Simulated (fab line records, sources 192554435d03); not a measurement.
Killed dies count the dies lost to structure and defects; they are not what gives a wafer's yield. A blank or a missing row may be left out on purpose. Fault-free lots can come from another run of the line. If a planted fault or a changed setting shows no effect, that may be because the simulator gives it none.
Which tool is to blame? || flow n5_finfet || Sampling: 9 lots, 26 wafers, 6 of 1938 route steps

## WHAT THE GAUGES READ, wafer by wafer
N5_BEOL_M0_INSPECT_127: inspects for defects (darkfield).
{"lot": "L325", "measured": "day 7 06:02", "on": "defect_inspect-02", "raw_defect_count": "73 63 64"}
{"lot": "L327", "measured": "day 7 20:04", "on": "defect_inspect-01", "raw_defect_count": "59 59 65"}
{"lot": "L330", "measured": "day 8 14:38", "on": "defect_inspect-02", "raw_defect_count": "60 75 3550"}
{"lot": "L333", "measured": "day 9 08:58", "on": "defect_inspect-02", "raw_defect_count": "66 57 73"}
{"lot": "L336", "measured": "day 10 17:34", "on": "defect_inspect-02", "raw_defect_count": "44 51 52"}
{"lot": "L337", "measured": "day 10 18:07", "on": "defect_inspect-02", "raw_defect_count": "59 51"}
{"lot": "L338", "measured": "day 10 22:32", "on": "defect_inspect-02", "raw_defect_count": "65 115 71"}
{"lot": "L342", "measured": "day 11 14:53", "on": "defect_inspect-01", "raw_defect_count": "70 76 91"}
{"lot": "L343", "measured": "day 11 22:41", "on": "defect_inspect-01", "raw_defect_count": "71 31 69"}

N5_BEOL_M4_RC_MEAS_101.
{"lot": "L325", "measured": "day 9 17:25", "on": "prober-02", "DIBL_N (mV/V)": "38.1 35.4 39.0", "DIBL_P (mV/V)": "38.5 33.8 39.9", "IOFF_N (nA/um)": "0.20 0.14 0.22", "IOFF_P (nA/um)": "0.25 0.18 0.28", "ION_N (uA/um)": "687 670 688", "ION_P (uA/um)": "464 456 473", "SS_N (mV/dec)": "71.9 71.4 72.3", "SS_P (mV/dec)": "73.6 72.7 74.6", "VT_N (mV)": "246 251 245", "VT_P (mV)": "-249 -252 -248"}
{"lot": "L327", "measured": "day 10 22:04", "on": "prober-02", "DIBL_N (mV/V)": "34.9 35.3 34.3", "DIBL_P (mV/V)": "34.9 33.9 33.7", "IOFF_N (nA/um)": "0.15 0.15 0.14", "IOFF_P (nA/um)": "0.20 0.19 0.19", "ION_N (uA/um)": "681 666 667", "ION_P (uA/um)": "470 458 469", "SS_N (mV/dec)": "71.3 71.8 71.0", "SS_P (mV/dec)": "73.2 72.7 72.7", "VT_N (mV)": "247 249 250", "VT_P (mV)": "-250 -248 -253"}
{"lot": "L330", "measured": "day 11 14:27", "on": "prober-02", "DIBL_N (mV/V)": "34.8 35.9", "DIBL_P (mV/V)": "36.8 37.5", "IOFF_N (nA/um)": "0.14 0.16", "IOFF_P (nA/um)": "0.22 0.22", "ION_N (uA/um)": "680 672", "ION_P (uA/um)": "472 464", "SS_N (mV/dec)": "71.0 72.0", "SS_P (mV/dec)": "72.4 72.7", "VT_N (mV)": "249 249", "VT_P (mV)": "-247 -249"}
{"lot": "L333", "measured": "day 13 01:29", "on": "prober-01", "DIBL_N (mV/V)": "37.5 38.6 37.2", "DIBL_P (mV/V)": "36.2 39.0 37.2", "IOFF_N (nA/um)": "0.16 0.19 0.16", "IOFF_P (nA/um)": "0.18 0.22 0.19", "ION_N (uA/um)": "668 682 672", "ION_P (uA/um)": "446 451 452", "SS_N (mV/dec)": "72.7 71.7 72.5", "SS_P (mV/dec)": "73.4 73.4 73.2", "VT_N (mV)": "253 247 254", "VT_P (mV)": "-259 -252 -253"}
{"lot": "L336", "measured": "day 13 10:46", "on": "prober-02", "DIBL_N (mV/V)": "36.8 39.3 36.1", "DIBL_P (mV/V)": "35.1 38.0 33.2", "IOFF_N (nA/um)": "0.16 0.19 0.14", "IOFF_P (nA/um)": "0.19 0.25 0.16", "ION_N (uA/um)": "683 680 671", "ION_P (uA/um)": "464 468 451", "SS_N (mV/dec)": "71.6 72.0 71.9", "SS_P (mV/dec)": "73.5 74.0 73.2", "VT_N (mV)": "249 248 252", "VT_P (mV)": "-251 -248 -255"}
{"lot": "L337", "measured": "day 13 11:59", "on": "prober-01", "DIBL_N (mV/V)": "36.4 36.3", "DIBL_P (mV/V)": "37.1 36.7", "IOFF_N (nA/um)": "0.16 0.17", "IOFF_P (nA/um)": "0.21 0.21", "ION_N (uA/um)": "674 700", "ION_P (uA/um)": "459 474", "SS_N (mV/dec)": "71.1 71.9", "SS_P (mV/dec)": "73.2 73.1", "VT_N (mV)": "250 247", "VT_P (mV)": "-251 -251"}
{"lot": "L338", "measured": "day 13 19:34", "on": "prober-01", "DIBL_N (mV/V)": "33.3 33.8 35.5", "DIBL_P (mV/V)": "34.4 34.5 36.3", "IOFF_N (nA/um)": "0.14 0.12 0.16", "IOFF_P (nA/um)": "0.16 0.16 0.19", "ION_N (uA/um)": "686 662 674", "ION_P (uA/um)": "462 455 456", "SS_N (mV/dec)": "72.0 71.7 71.9", "SS_P (mV/dec)": "72.5 73.3 73.9", "VT_N (mV)": "250 254 250", "VT_P (mV)": "-254 -253 -253"}
{"lot": "L342", "measured": "day 14 21:52", "on": "prober-01", "DIBL_N (mV/V)": "33.3 37.5 36.8", "DIBL_P (mV/V)": "33.5 38.2 36.7", "IOFF_N (nA/um)": "0.13 0.19 0.18", "IOFF_P (nA/um)": "0.15 0.21 0.20", "ION_N (uA/um)": "663 677 680", "ION_P (uA/um)": "460 459 460", "SS_N (mV/dec)": "71.1 72.0 71.3", "SS_P (mV/dec)": "72.2 73.9 73.4", "VT_N (mV)": "250 248 244", "VT_P (mV)": "-253 -250 -252"}
{"lot": "L343", "measured": "day 15 11:43", "on": "prober-01", "DIBL_N (mV/V)": "36.4 34.1 34.1", "DIBL_P (mV/V)": "35.3 32.6 32.6", "IOFF_N (nA/um)": "0.16 0.13 0.13", "IOFF_P (nA/um)": "0.21 0.17 0.18", "ION_N (uA/um)": "669 673 676", "ION_P (uA/um)": "459 464 466", "SS_N (mV/dec)": "71.8 71.4 71.1", "SS_P (mV/dec)": "73.7 72.4 73.0", "VT_N (mV)": "250 253 251", "VT_P (mV)": "-250 -253 -252"}

## WHICH TOOL RAN EACH LOT (tool, then ch and the chambers of the sampled wafers, then the start)
{"lot": "L325", "N5_BEOL_M0_ETCH_128": "rie_diel-01 ch 1,3, day 7 02:54", "N5_BEOL_M0_ETCH_109": "rie_diel-03 ch 0,2,3, day 7 03:10", "N5_BEOL_M0_SURFACE_TREAT_137": "pvd_sputter-01, day 7 03:58", "N5_BEOL_M0_CMP_120": "cmp-03 ch 0,3, day 7 05:25"}
{"lot": "L327", "N5_BEOL_M0_ETCH_128": "rie_diel-01 ch 0,3, day 7 16:26", "N5_BEOL_M0_ETCH_109": "rie_diel-01 ch 0,2, day 7 16:42", "N5_BEOL_M0_SURFACE_TREAT_137": "pvd_sputter-02, day 7 17:35", "N5_BEOL_M0_CMP_120": "cmp-04 ch 0,1, day 7 19:29"}
{"lot": "L330", "N5_BEOL_M0_ETCH_128": "rie_diel-01 ch 1,2, day 8 10:26", "N5_BEOL_M0_ETCH_109": "rie_diel-01 ch 0,1,2, day 8 10:41", "N5_BEOL_M0_SURFACE_TREAT_137": "pvd_sputter-01, day 8 12:31", "N5_BEOL_M0_CMP_120": "cmp-04 ch 0,1,2, day 8 14:02"}
{"lot": "L333", "N5_BEOL_M0_ETCH_128": "rie_diel-04 ch 1,3, day 9 05:12", "N5_BEOL_M0_ETCH_109": "rie_diel-01 ch 2,3, day 9 05:29", "N5_BEOL_M0_SURFACE_TREAT_137": "pvd_sputter-01, day 9 06:19", "N5_BEOL_M0_CMP_120": "cmp-03 ch 0,1,2, day 9 08:28"}
{"lot": "L336", "N5_BEOL_M0_ETCH_128": "rie_diel-04 ch 0,1, day 10 13:20", "N5_BEOL_M0_ETCH_109": "rie_diel-01 ch 0,2,3, day 10 13:37", "N5_BEOL_M0_SURFACE_TREAT_137": "pvd_sputter-01, day 10 15:48", "N5_BEOL_M0_CMP_120": "cmp-03 ch 1,2, day 10 17:02"}
{"lot": "L337", "N5_BEOL_M0_ETCH_128": "rie_diel-01 ch 1,2, day 10 13:25", "N5_BEOL_M0_ETCH_109": "rie_diel-03 ch 0,2, day 10 13:44", "N5_BEOL_M0_SURFACE_TREAT_137": "pvd_sputter-01, day 10 15:50", "N5_BEOL_M0_CMP_120": "cmp-02 ch 0,1, day 10 17:37"}
{"lot": "L338", "N5_BEOL_M0_ETCH_128": "rie_diel-04 ch 0,2,3, day 10 18:24", "N5_BEOL_M0_ETCH_109": "rie_diel-01 ch 0,1, day 10 18:43", "N5_BEOL_M0_SURFACE_TREAT_137": "pvd_sputter-02, day 10 20:18", "N5_BEOL_M0_CMP_120": "cmp-03 ch 0,1, day 10 21:56"}
{"lot": "L342", "N5_BEOL_M0_ETCH_128": "rie_diel-03 ch 0,3, day 11 10:43", "N5_BEOL_M0_ETCH_109": "rie_diel-01 ch 0,1,3, day 11 10:58", "N5_BEOL_M0_SURFACE_TREAT_137": "pvd_sputter-03, day 11 11:31", "N5_BEOL_M0_CMP_120": "cmp-04 ch 1,2, day 11 14:18"}
{"lot": "L343", "N5_BEOL_M0_ETCH_128": "rie_diel-03 ch 0,3, day 11 18:33", "N5_BEOL_M0_ETCH_109": "rie_diel-04 ch 0,1,2, day 11 19:37", "N5_BEOL_M0_SURFACE_TREAT_137": "pvd_sputter-01, day 11 21:04", "N5_BEOL_M0_CMP_120": "cmp-03 ch 1,2,3, day 11 22:10"}
- N5_BEOL_M0_ETCH_128: etches SiCN in CF4/N2, target depth 12 nm, overetch 5.1 nm, time 21.4 s.
- N5_BEOL_M0_ETCH_109: etches SiCN in CH3F/O2, target depth 8 nm, overetch 2.4 nm, time 27.4 s.
- N5_BEOL_M0_SURFACE_TREAT_137
- N5_BEOL_M0_CMP_120: polishes, stops on SiOC, t overpolish 6.9 s.

## WHAT THE TOOLS THEMSELVES READ (means of the sampled wafers that have a number; where no wafer has one, the mark that the record gives instead)
N5_BEOL_M0_ETCH_128.
{"lot": "L325", "tool": "rie_diel-01", "drypump_motor_current_A (A)": 5.0, "oes_product_au (a.u.)": 0.58, "rf_vpp_V (V)": 383.9, "showerhead_plenum_p_Torr (Torr)": 2.26, "throttle_valve_pct (%)": 15.30}
{"lot": "L327", "tool": "rie_diel-01", "drypump_motor_current_A (A)": 5.2, "oes_product_au (a.u.)": 0.64, "rf_vpp_V (V)": 381.3, "showerhead_plenum_p_Torr (Torr)": 2.20, "throttle_valve_pct (%)": 15.21}
{"lot": "L330", "tool": "rie_diel-01", "drypump_motor_current_A (A)": 5.7, "oes_product_au (a.u.)": 0.54, "rf_vpp_V (V)": 380.9, "showerhead_plenum_p_Torr (Torr)": 2.15, "throttle_valve_pct (%)": 15.50}
{"lot": "L333", "tool": "rie_diel-04", "drypump_motor_current_A (A)": 6.3, "oes_product_au (a.u.)": 0.60, "rf_vpp_V (V)": 383.4, "showerhead_plenum_p_Torr (Torr)": 2.22, "throttle_valve_pct (%)": 15.55}
{"lot": "L336", "tool": "rie_diel-04", "drypump_motor_current_A (A)": 5.6, "oes_product_au (a.u.)": 0.63, "rf_vpp_V (V)": 381.2, "showerhead_plenum_p_Torr (Torr)": 2.17, "throttle_valve_pct (%)": 15.43}
{"lot": "L337", "tool": "rie_diel-01", "drypump_motor_current_A (A)": 5.6, "oes_product_au (a.u.)": 0.66, "rf_vpp_V (V)": 384.8, "showerhead_plenum_p_Torr (Torr)": 2.30, "throttle_valve_pct (%)": 15.23}
{"lot": "L338", "tool": "rie_diel-04", "drypump_motor_current_A (A)": 5.4, "oes_product_au (a.u.)": 0.61, "rf_vpp_V (V)": 383.3, "showerhead_plenum_p_Torr (Torr)": 2.24, "throttle_valve_pct (%)": 15.27}
{"lot": "L342", "tool": "rie_diel-03", "drypump_motor_current_A (A)": 5.4, "oes_product_au (a.u.)": 0.52, "rf_vpp_V (V)": 383.8, "showerhead_plenum_p_Torr (Torr)": 2.25, "throttle_valve_pct (%)": 15.37}
{"lot": "L343", "tool": "rie_diel-03", "drypump_motor_current_A (A)": 5.4, "oes_product_au (a.u.)": 0.52, "rf_vpp_V (V)": 383.1, "showerhead_plenum_p_Torr (Torr)": 2.25, "throttle_valve_pct (%)": 15.37}

N5_BEOL_M0_ETCH_109.
{"lot": "L325", "tool": "rie_diel-03", "drypump_motor_current_A (A)": 5.5, "oes_product_au (a.u.)": 0.68, "rf_vpp_V (V)": 297.3, "showerhead_plenum_p_Torr (Torr)": 1.99, "throttle_valve_pct (%)": 16.27}
{"lot": "L327", "tool": "rie_diel-01", "drypump_motor_current_A (A)": 5.8, "oes_product_au (a.u.)": 0.66, "rf_vpp_V (V)": 295.8, "showerhead_plenum_p_Torr (Torr)": 1.92, "throttle_valve_pct (%)": 16.41}
{"lot": "L330", "tool": "rie_diel-01", "drypump_motor_current_A (A)": 5.5, "oes_product_au (a.u.)": 0.74, "rf_vpp_V (V)": 296.9, "showerhead_plenum_p_Torr (Torr)": 1.97, "throttle_valve_pct (%)": 16.26}
{"lot": "L333", "tool": "rie_diel-01", "drypump_motor_current_A (A)": 5.6, "oes_product_au (a.u.)": 0.64, "rf_vpp_V (V)": 296.1, "showerhead_plenum_p_Torr (Torr)": 1.94, "throttle_valve_pct (%)": 16.38}
{"lot": "L336", "tool": "rie_diel-01", "drypump_motor_current_A (A)": 5.5, "oes_product_au (a.u.)": 0.79, "rf_vpp_V (V)": 298.1, "showerhead_plenum_p_Torr (Torr)": 2.05, "throttle_valve_pct (%)": 16.17}
{"lot": "L337", "tool": "rie_diel-03", "drypump_motor_current_A (A)": 5.5, "oes_product_au (a.u.)": 0.64, "rf_vpp_V (V)": 297.0, "showerhead_plenum_p_Torr (Torr)": 1.92, "throttle_valve_pct (%)": 16.41}
{"lot": "L338", "tool": "rie_diel-01", "drypump_motor_current_A (A)": 5.3, "oes_product_au (a.u.)": 0.76, "rf_vpp_V (V)": 298.2, "showerhead_plenum_p_Torr (Torr)": 2.02, "throttle_valve_pct (%)": 16.13}
{"lot": "L342", "tool": "rie_diel-01", "drypump_motor_current_A (A)": 5.2, "oes_product_au (a.u.)": 0.74, "rf_vpp_V (V)": 298.0, "showerhead_plenum_p_Torr (Torr)": 2.01, "throttle_valve_pct (%)": 16.15}
{"lot": "L343", "tool": "rie_diel-04", "drypump_motor_current_A (A)": 5.7, "oes_product_au (a.u.)": 0.72, "rf_vpp_V (V)": 296.6, "showerhead_plenum_p_Torr (Torr)": 1.98, "throttle_valve_pct (%)": 16.30}

N5_BEOL_M0_CMP_120.
{"lot": "L325", "tool": "cmp-03", "barrier_field_endpoint_s (s)": 3.62, "motor_current_A (A)": 5.4, "overpolish_run_s (s)": 6.892, "time_to_endpoint_s (s)": 63}
{"lot": "L327", "tool": "cmp-04", "barrier_field_endpoint_s (s)": 3.71, "motor_current_A (A)": 5.6, "overpolish_run_s (s)": 6.906, "time_to_endpoint_s (s)": 62}
{"lot": "L330", "tool": "cmp-04", "barrier_field_endpoint_s (s)": 4.93, "motor_current_A (A)": 5.6, "overpolish_run_s (s)": 6.900, "time_to_endpoint_s (s)": 68}
{"lot": "L333", "tool": "cmp-03", "barrier_field_endpoint_s (s)": 3.75, "motor_current_A (A)": 6.0, "overpolish_run_s (s)": 6.899, "time_to_endpoint_s (s)": 65}
{"lot": "L336", "tool": "cmp-03", "barrier_field_endpoint_s (s)": 3.61, "motor_current_A (A)": 5.9, "overpolish_run_s (s)": 6.898, "time_to_endpoint_s (s)": 63}
{"lot": "L337", "tool": "cmp-02", "barrier_field_endpoint_s (s)": 3.54, "motor_current_A (A)": 6.0, "overpolish_run_s (s)": 6.888, "time_to_endpoint_s (s)": 64}
{"lot": "L338", "tool": "cmp-03", "barrier_field_endpoint_s (s)": 3.62, "motor_current_A (A)": 5.8, "overpolish_run_s (s)": 6.901, "time_to_endpoint_s (s)": 63}
{"lot": "L342", "tool": "cmp-04", "barrier_field_endpoint_s (s)": 3.56, "motor_current_A (A)": 5.6, "overpolish_run_s (s)": 6.909, "time_to_endpoint_s (s)": 62}
{"lot": "L343", "tool": "cmp-03", "barrier_field_endpoint_s (s)": 3.75, "motor_current_A (A)": 5.8, "overpolish_run_s (s)": 6.900, "time_to_endpoint_s (s)": 67}

## THE ANSWER, worked out from the rows above alone
Rule: what is usual is taken from the lots themselves. Put in order of their means at a reading, lots are off if they are a third of the lots or fewer, leave a main group of 4 or more, and stand apart from it by a gap of 3 or more times the standard deviation of the main group's means; of several such gaps the widest counts. A main group whose means are all the same, to the digits that the tables above print for the reading, isn't used. Also off: a lot with no number at a reading for which 4 or more lots have one. Any other lot the step has rows for is counted as sound. First the gauges in route order, then the tools' own readings, where a lot's mean is used as printed above. At the first step where some lot is off, the reading lying furthest off is the one used; lots without a number count as furthest.
Off, at N5_BEOL_M0_INSPECT_127 on raw_defect_count: L330. Mean 65 and standard deviation 11 in the main group.
If a tool, at a process step before that reading, ran all the lots that are off and no sound lot after the first of them, it fits. The gauges at N5_BEOL_M0_INSPECT_127 aren't tried: what is off there is off at N5_BEOL_M0_ETCH_128 too, on other tools, and a gauge's error can't cause that. None of those tried fits.

## WHAT THE SIMULATOR HAD INSERTED
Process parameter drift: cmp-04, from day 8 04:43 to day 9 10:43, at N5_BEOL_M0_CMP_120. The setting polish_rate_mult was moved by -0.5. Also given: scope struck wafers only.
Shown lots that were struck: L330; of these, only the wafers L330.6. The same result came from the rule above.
